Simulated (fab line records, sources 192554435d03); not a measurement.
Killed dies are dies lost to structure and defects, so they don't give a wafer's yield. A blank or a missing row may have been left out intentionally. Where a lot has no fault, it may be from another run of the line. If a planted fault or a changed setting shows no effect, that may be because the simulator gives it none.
The same fault as seen by 2 desks / flow n5Finfet / only its own numbers are on each desk; what lay behind them is given at the end
Where a reading is given only as a bound, like >300, the bound stands for it, and a mean or a difference that rests on one is marked > or <: the true number lies beyond.

== THE DEFECT DESK ==
What the inspections along the route counted, lot by lot: means of the sampled wafers that have a number. A lot is out of limits, marked OUT, if its mean lies more than 4 standard deviations from the usual mean; the brackets give that distance.
Columns: A = rawDefectCount at N5_MIM_TOP_LITHO_INSPECT_12, usual 2.1; B = rawDefectCount at N5_MIM_BOT_LITHO_INSPECT_12, usual 2.1
lot=L842; first seen here=day 12 00:19; A=1.3; B=4.0
lot=L841; first seen here=day 12 00:22; A=2.5; B=0.5
lot=L844; first seen here=day 12 16:55; A=1.7; B=2.3
lot=L845; first seen here=day 13 11:29; A=1.7; B=1.7
lot=L852; first seen here=day 15 09:07; A=2.3; B=>102 (>+67) OUT
lot=L856; first seen here=day 16 00:04; A=1.3; B=>201 (+99 or more) OUT
lot=L858; first seen here=day 16 01:43; A=2.3; B=1.3
lot=L857; first seen here=day 16 02:32; A=3.3; B=3.0
lot=L861; first seen here=day 16 20:34; A=1.3; B=4.0
lot=L860; first seen here=day 17 00:49; A=1.3; B=1.7
lot=L862; first seen here=day 17 14:34; A=1.7; B=2.0
This desk's verdict: out of limits on L852, L856, starting with L852 at day 15 10:05 (rawDefectCount at N5_MIM_BOT_LITHO_INSPECT_12). Within limits: L842, L841, L844, L845, L858, L857, L861, L860, L862.

== FOR THE TOOL OWNER'S DESK: pecvd-03 ==
The tool's own readings at N5_MIM_TOP_ETCH_PECVD_03 (deposits SiNx from SiH4/NH3/N2, target thk 20 nm, time 17.6 s): means of the sampled wafers that have a number, for each lot that ran on this tool. A lot is out of limits, marked OUT, if its mean lies more than 4 standard deviations from the usual mean; the brackets give that distance.
Columns: A = heaterPowerW at N5_MIM_TOP_ETCH_PECVD_03, usual 822 W; B = showerheadPlenumPTorr at N5_MIM_TOP_ETCH_PECVD_03, usual 5.14 Torr; C = throttleValvePct at N5_MIM_TOP_ETCH_PECVD_03, usual 38.9 %
lot=L842; first seen here=day 12 00:39; A=799; B=5.22; C=38.3
lot=L845; first seen here=day 13 11:49; A=873; B=5.24; C=39.8
lot=L852; first seen here=day 15 09:32; A=754; B=5.20; C=38.7
lot=L856; first seen here=day 16 00:37; A=852; B=5.24; C=39.7
Result from this desk: across the 4 lots, nothing is out of limits.

== BROUGHT TOGETHER ==
The defect desk could have raised an alarm at day 15 10:05, on L852, L856.
The desk of the tool owner found nothing out of limits.
Tool owner's desk: L852, L856 on record, inside its limits.
Every lot named ran N5_MIM_TOP_ETCH_PECVD_03 on pecvd-03.

== WHAT THE SIMULATOR PUT IN ==
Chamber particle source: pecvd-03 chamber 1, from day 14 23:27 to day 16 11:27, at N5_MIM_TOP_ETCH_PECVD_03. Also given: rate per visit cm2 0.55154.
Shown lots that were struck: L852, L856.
Hours from the fault's start to each desk's first reading out of limits: the defect desk, 11.
